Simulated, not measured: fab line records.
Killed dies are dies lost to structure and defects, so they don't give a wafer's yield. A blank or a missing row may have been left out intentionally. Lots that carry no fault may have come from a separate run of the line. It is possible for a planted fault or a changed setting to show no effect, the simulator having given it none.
The same fault as seen by 2 desks -- flow n5 finfet -- numbers are kept per desk, each desk with only its own; the story behind them comes last

## FOR THE TOOL OWNER'S DESK: ald metal-01
The tool's own readings at N5_HKMG_FIN_NWFM_ALD_20 (deposits TiAlC, target thk 2 nm, pulse time 3 s, purge time 2 s): means of the sampled wafers that have a number, for each lot that ran on this tool. Any lot whose mean is over 4 standard deviations away from the usual mean is out of limits and marked OUT; that distance is given in the brackets.
Columns: A = chamber pressure Torr at N5_HKMG_FIN_NWFM_ALD_20, usual 3.000 Torr; B = heater power w at N5_HKMG_FIN_NWFM_ALD_20, usual 491 W; C = precursor pulse height rel at N5_HKMG_FIN_NWFM_ALD_20, usual 0.999
lot,first seen here,A,B,C
L776,day 4 13:26,2.996,491,0.996
L777,day 4 14:35,2.997,484,1.002
L782,day 6 06:29,2.996,546,1.006
L783,day 6 07:58,2.989,492,0.999
L784,day 6 14:56,3.010,506,1.006
Finding of this desk: none of the 5 lots has anything out of limits.

## METROLOGY DESK
What the gauges read, lot by lot, whatever tool the lot ran on: means of the sampled wafers that have a number. Any lot whose mean is over 4 standard deviations away from the usual mean is out of limits and marked OUT; that distance is given in the brackets. 7 of its 15 readings are shown: the first one out of limits and those lying furthest out on some lot.
Columns: A = IOFF_N at N5_BEOL_M4_RC_MEAS_101, usual 0.18 nA/um; B = IOFF_N_85C at N5_BEOL_M4_RC_MEAS_101, usual 3.5 nA/um; C = IOFF_N_LIN at N5_BEOL_M4_RC_MEAS_101, usual 0.083 nA/um; D = IOFF_N_LONG at N5_BEOL_M4_RC_MEAS_101, usual 5.54e-05 nA/um; E = VT_N at N5_BEOL_M4_RC_MEAS_101, usual 248 mV; F = VT_N_LONG at N5_BEOL_M4_RC_MEAS_101, usual 274.5 mV; G = VT_N_LVT at N5_BEOL_M4_RC_MEAS_101, usual 98 mV
lot,first seen here,A,B,C,D,E,F,G
L777,day 12 01:04,0.21,3.9,0.094,5.65e-05,248,274.6,95
L776,day 12 09:55,0.21,3.9,0.092,5.50e-05,245,274.8,95
L782,day 13 10:34,0.41 (+5.9) OUT,6.9 (+5.5) OUT,0.175 (+6.6) OUT,8.88e-05 (+12) OUT,228 (-6.4) OUT,255.5 (-9.0) OUT,76 (-6.9) OUT
L783,day 13 18:59,0.26,4.7,0.116,6.66e-05 (+4.1) OUT,240,269.8,93
L784,day 13 21:57,0.37 (+4.9) OUT,6.2 (+4.4) OUT,0.159 (+5.4) OUT,9.13e-05 (+13) OUT,230 (-5.6) OUT,256.1 (-8.7) OUT,79 (-5.9) OUT
L787,day 14 15:04,0.20,3.7,0.084,5.79e-05,246,273.3,95
L790,day 15 08:53,0.18,3.5,0.082,5.44e-05,247,273.9,100
L793,day 16 00:22,0.18,3.4,0.079,5.73e-05,247,273.5,96
L798,day 17 18:26,0.16,3.1,0.076,6.20e-05,249,271.5,100
This desk's result: L782, L783, L784 out of limits, first on L782 (IOFF_N at N5_BEOL_M4_RC_MEAS_101), day 13 10:34. In limits: L777, L776, L787, L790, L793, L798.

## BROUGHT TOGETHER
An alarm was possible from the metrology desk at day 13 10:34, on L782, L783, L784.
The desk of the tool owner found nothing out of limits.
Tool owner's desk: L782, L783, L784 on record, inside its limits.
On ald metal-01, each named lot ran N5_HKMG_FIN_NWFM_ALD_20.

## WHAT THE SIMULATOR HAD INSERTED
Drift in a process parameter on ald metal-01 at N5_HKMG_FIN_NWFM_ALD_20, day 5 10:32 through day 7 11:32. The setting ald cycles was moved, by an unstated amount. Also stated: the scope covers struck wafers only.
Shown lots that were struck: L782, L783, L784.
Per desk, hours elapsed from the start of the fault to the first reading out of limits: for the metrology desk, 192.
